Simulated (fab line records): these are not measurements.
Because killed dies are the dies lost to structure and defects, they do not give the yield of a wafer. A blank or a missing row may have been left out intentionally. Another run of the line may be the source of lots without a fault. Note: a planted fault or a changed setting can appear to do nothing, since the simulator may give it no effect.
Split-lot experiment    flow n5_finfet    7 lots, 39 wafers read, on a route of 1938 steps

== THE SPLIT ITSELF ==
At N5_SD_EPI_N_DESCUM_14 (chemistry O2, time 7.9 s), the setting time_s was moved away from the recipe's 7.9 s on 9 of the 39 wafers read, by -30.7% to +45.8%. The other wafers ran this setting at the recipe's value.

The file shows no step between the split and the reading.

== THE READING ==
CAR-ArF-block_of_SD_EPI_N_COAT_03.thk_nm (the simulator's own value, which no gauge read), in nm, at N5_SD_EPI_N_ETCH_34 (etches SiARC in CF4, target depth 45.5 nm, time 75.8 s). The file does not state a usual value for it. Across the 30 wafers here that went through the recipe, the average is 111.1 nm and the standard deviation 0.56 nm.

wafer   tool, chamber at the split  time_s as run, s  against the recipe  CAR-ArF-block_of_SD_EPI_N_COAT_03.thk_nm, nm  against lot-mates on the recipe
L077.1  rie_diel-01, 0,1            7.9               recipe              111.4                                         -
L077.2  rie_diel-01, 1,2            11.52             +45.8%              108.8                                         -2.6
L077.3  rie_diel-01, 3              7.9               recipe              111.6                                         -
L077.4  rie_diel-01, 2              11.52             +45.8%              109.4                                         -2.0
L077.5  rie_diel-01, 1,2            11.52             +45.8%              109                                           -2.4
L077.6  rie_diel-01, 0,1            7.9               recipe              111.2                                         -
L087.1  rie_diel-06, 0              7.9               recipe              110.6                                         -
L087.2  rie_diel-06, 2,0            7.9               recipe              111.2                                         -
L087.3  rie_diel-06, 3,2            7.9               recipe              110.8                                         -
L087.4  rie_diel-06, 3,2            7.9               recipe              110.8                                         -
L087.5  rie_diel-06, 3              7.9               recipe              111.8                                         -
L087.6  rie_diel-06, 2,0            7.9               recipe              111                                           -
L089.1  rie_diel-05, 2,1,2          7.9               recipe              110.2                                         -
L089.4  rie_diel-05, 2,1,2          7.9               recipe              110.2                                         -
L089.6  rie_diel-05, 3,1            7.9               recipe              110.2                                         -
L089.2  rie_diel-05, 0              7.9               recipe              110                                           -
L089.3  rie_diel-05, 3,1            7.9               recipe              110                                           -
L089.5  rie_diel-05, 2,1,2          7.9               recipe              110.4                                         -
L090.3  rie_diel-06, 3,2,0          7.9               recipe              111.4                                         -
L090.4  rie_diel-06, 3,2,0          7.9               recipe              111.6                                         -
L090.5  rie_diel-06, 3,2,0          7.9               recipe              111.6                                         -
L091.1  rie_diel-05, 0              7.9               recipe              111.6                                         -
L091.2  rie_diel-05, 2              7.9               recipe              111.4                                         -
L091.3  rie_diel-05, 1              5.478             -30.7%              113.4                                         +1.7
L091.4  rie_diel-05, 3              7.9               recipe              112                                           -
L091.5  rie_diel-05, 2              5.478             -30.7%              113.2                                         +1.5
L091.6  rie_diel-05, 3              5.478             -30.7%              112.6                                         +0.9
L096.1  rie_diel-05, 3,0            7.9               recipe              111.6                                         -
L096.2  rie_diel-05, 2              7.9               recipe              111.4                                         -
L096.3  rie_diel-05, 0              7.9               recipe              110.8                                         -
L096.4  rie_diel-05, 1,3            7.9               recipe              111.2                                         -
L096.6  rie_diel-05, 1,3            7.9               recipe              111.2                                         -
L096.5  rie_diel-05, 3,0            7.9               recipe              111.8                                         -
L097.1  rie_diel-05, 1,0            7.9               recipe              111                                           -
L097.3  rie_diel-05, 1,0            7.9               recipe              111                                           -
L097.2  rie_diel-05, 3              9.804             +24.1%              109.8                                         -1.3
L097.4  rie_diel-05, 2              9.804             +24.1%              110                                           -1.1
L097.5  rie_diel-05, 3              7.9               recipe              111.4                                         -
L097.6  rie_diel-05, 2              9.804             +24.1%              110.2                                         -0.9
The file does not say which wafer passed through which chamber wherever a row lists several chambers: such a row stands for several wafers.

THE FIT
A straight line over all 39 wafers: CAR-ArF-block_of_SD_EPI_N_COAT_03.thk_nm changes by -0.0502 nm for each +1% of time_s; r = -0.84; the points scatter about the line by 0.54 nm.
The same after taking each lot's own level away (the mean of its wafers on the recipe; 39 wafers): -0.0488 nm for each +1%; r = -0.95; scatter 0.27 nm.
On that fit, the largest move of time_s shifts the reading by 2.2 nm.
From 110.17 to 111.67 nm: that is the span of the lots' own levels, equal to 2.7 times the standard deviation above.
The two slopes agree, so the slope changes little with the lot-to-lot level.
Check: for one of the wafers moved furthest among these (+45.8%), held out of the fit, the line's prediction against its lot-mates is -2.16 nm. It came out at -2.6 nm against them.

== OTHER SPLITS ON THESE WAFERS ==
These wafers also went through other splits before the reading. Each is held against what the fit with the lots' levels taken away leaves over:
other split on the same wafers  wafers away from the commonest value  r with CAR-ArF-block_of_SD_EPI_N_COAT_03.thk_nm (lot level and that fit taken away)
N5_FIN_SAQP_ETCH_65 time_s      18                                    +0.08

== THE WHOLE CHAIN: every reading that the file lists as answering this split, in the file's order ==
step                   what it does                                            reading                                                                                    change (the file's fit)                 r (the file's)
N5_SD_EPI_N_DESCUM_14  chemistry O2, time 7.9 s                                CAR-ArF-block_of_SD_EPI_N_COAT_03.thk_nm (the simulator's own value, which no gauge read)  -0.0507 nm for each +1% of the setting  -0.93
N5_SD_EPI_N_ETCH_34    etches SiARC in CF4, target depth 45.5 nm, time 75.8 s  CAR-ArF-block_of_SD_EPI_N_COAT_03.thk_nm (the simulator's own value, which no gauge read)  -0.0489 nm for each +1% of the setting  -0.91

== THE FILE'S OWN FIT ==
CAR-ArF-block_of_SD_EPI_N_COAT_03.thk_nm changes by -0.0489 nm for each +1% of time_s, r = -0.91.
